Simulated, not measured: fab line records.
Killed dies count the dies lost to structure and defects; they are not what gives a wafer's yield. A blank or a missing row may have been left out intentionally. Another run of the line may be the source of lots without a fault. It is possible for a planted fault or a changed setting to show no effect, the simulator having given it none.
Matching of chambers | flow n5_finfet | N5_MOL_CONTACT_COAG_ETCH_48 on rie_diel-01 has 4 sister chambers
The step etches SiOC in C4F6/O2, target depth 15 nm, overetch 4.5 nm, time 17 s. 4 wafers are shown with their chamber, then 10 later ones without.

## WAFERS, EACH WITH ITS CHAMBER
wafer  | chamber | rf_vpp_V (V)
L082.2 | 2       | 1620
L085.3 | 1       | 1585
L088.1 | 0       | 1548
L088.2 | 3       | 1549

## WAFERS WITH NO CHAMBER GIVEN
wafer  | rf_vpp_V (V)
L088.5 | 1549
L090.1 | 1549
L090.3 | 1583
L090.5 | 1584
L094.2 | 1583
L094.5 | 1619
L094.6 | 1584
L096.1 | 1547
L096.2 | 1622
L096.3 | 1548

## THE CHAMBER EACH PASSED THROUGH
wafer  | from the rows above     | in truth
L088.5 | can't be placed: 3 or 0 | 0
L090.1 | can't be placed: 3 or 0 | 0
L090.3 | 1                       | 1
L090.5 | 1                       | 1
L094.2 | 1                       | 1
L094.5 | 2                       | 2
L094.6 | 1                       | 1
L096.1 | can't be placed: 0 or 3 | 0
L096.2 | 2                       | 2
L096.3 | can't be placed: 0 or 3 | 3
6 of 10 placed correctly. Cannot be placed on the basis of these rows: 4; the candidates contain the true chamber in 4. 0 placed wrongly.
How it was worked out, from the rows above alone: a wafer's distance from a chamber is the root of the sum, over the readings, of the square of ((its reading less the chamber's mean) divided by the reading's scatter). The wafer belongs to the nearest chamber; if the next one is less than 2 further off, it can't be placed. Each chamber's mean is taken over the wafers shown for it. The scatter: with one shown wafer a chamber, the root of the mean of the squares of how far each hidden wafer lies from its nearest shown one.
